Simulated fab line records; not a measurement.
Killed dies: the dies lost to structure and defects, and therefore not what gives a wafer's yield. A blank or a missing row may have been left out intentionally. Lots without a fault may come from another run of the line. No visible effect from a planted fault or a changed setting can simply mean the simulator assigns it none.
Struck lot and sound lot, side by side :: flow nand_harc :: 15 steps out of a route of 1302
Sound: these wafers, L721.2, L721.5, L721.6. Struck: wafers L735.1, L735.6. (L735.2 of the same lot was not struck and is left out.) The cause comes at the end.
For every step that has rows: the tool of each side, followed by ch and its chambers, followed by its first start. Under that, the readings that differ: sound wafers :: struck wafers :: difference of the means :: sigmas: that difference in standard deviations of wafers without a fault.
alike: a reading whose means differ by less than 2 such deviations, as well as words and numbers matching on both sides. not compared: withheld readings; readings where some wafer has no value; bounds like >300 that might hide an equal value; numbers whose values overlap and for which the record gives no deviation.
The two part at a step that has a row with sigmas, a row that says differs or no value, or rows on one side only. When numbers do not overlap yet have no deviation, they are printed without sigmas and do not part them. A reading missing from all wafers of one side parts the sides only when that side holds two or more wafers.

first, 1 step without rows for these wafers: NHARC_A_ONON_D1_DEP_00 (target thk 1000 nm).
NHARC_A_ONON_D1_THK_MEAS_02: measures by ellipsometry.
  struck on film_metro-02, day 13 19:57; sound on film_metro-02, day 7 20:29
reading: thk_nm (nm)
sound: 987 986 986
struck: 1012 1015
difference: +27
sigmas: +3
after that, 1 step with no rows for these wafers: NHARC_A_ONON_D1_DEP_03 (target thk 1000 nm).
NHARC_A_ONON_D1_THK_MEAS_05: measures by ellipsometry.
  struck on film_metro-02, day 13 20:31; sound on film_metro-02, day 7 21:02
  alike: thk_nm
after that, 1 step with no rows for these wafers: NHARC_A_ONON_D1_DEP_06 (target thk 1000 nm).
NHARC_A_ONON_D1_THK_MEAS_08: measures by ellipsometry.
  struck on film_metro-01, day 13 21:05; sound on film_metro-01, day 7 21:37
reading: thk_nm (nm)
sound: 994 994 992
struck: 1019 1019
difference: +26
sigmas: +2
after that, 1 step with no rows for these wafers: NHARC_A_ONON_D1_DEP_09 (target thk 1000 nm).
NHARC_A_ONON_D1_THK_MEAS_11: measures by ellipsometry.
  struck on film_metro-01, day 13 21:39; sound on film_metro-01, day 7 22:11
  alike: thk_nm
after that, 1 step with no rows for these wafers: NHARC_A_ONON_D1_DEP_12 (target thk 1000 nm).
NHARC_A_ONON_D1_THK_MEAS_14: measures by ellipsometry.
  struck on film_metro-02, day 13 22:14; sound on film_metro-02, day 7 22:44
  alike: thk_nm
then, 1 step without rows for these wafers: NHARC_A_ONON_D1_ANNEAL_15 (time 3600 s).
NHARC_A_ONON_D1_DEP_16: target thk 1000 nm.
  sound on pecvd_onon-02 ch 0, day 8 09:23; struck on pecvd_onon-01 ch 0, day 14 05:44
  alike: n2_flow_sccm
NHARC_A_ONON_D1_THK_MEAS_18: measures by ellipsometry.
  struck on film_metro-02, day 14 06:14; sound on film_metro-01, day 8 09:50
reading: thk_nm (nm)
sound: 1000 1000 999
struck: 737 738
difference: -262
sigmas: -30
after that, 1 step with no rows for these wafers: NHARC_A_ONON_D1_DEP_19 (target thk 1000 nm).
-- record jumps: 16 days between struck wafers' starts before vs after; left off in module A_ONON_D1, resumes in module END, first step shown is number 1302 of the route --
NHARC_END_SORT_01:
  only the struck wafers appear in the record here, on prober-01 ch 0 at day 30 08:32; the sound ones have no rows

## WHERE THEY PART
First at NHARC_A_ONON_D1_THK_MEAS_02; last, within this record, at NHARC_END_SORT_01.

WHY: the cause the simulator had injected
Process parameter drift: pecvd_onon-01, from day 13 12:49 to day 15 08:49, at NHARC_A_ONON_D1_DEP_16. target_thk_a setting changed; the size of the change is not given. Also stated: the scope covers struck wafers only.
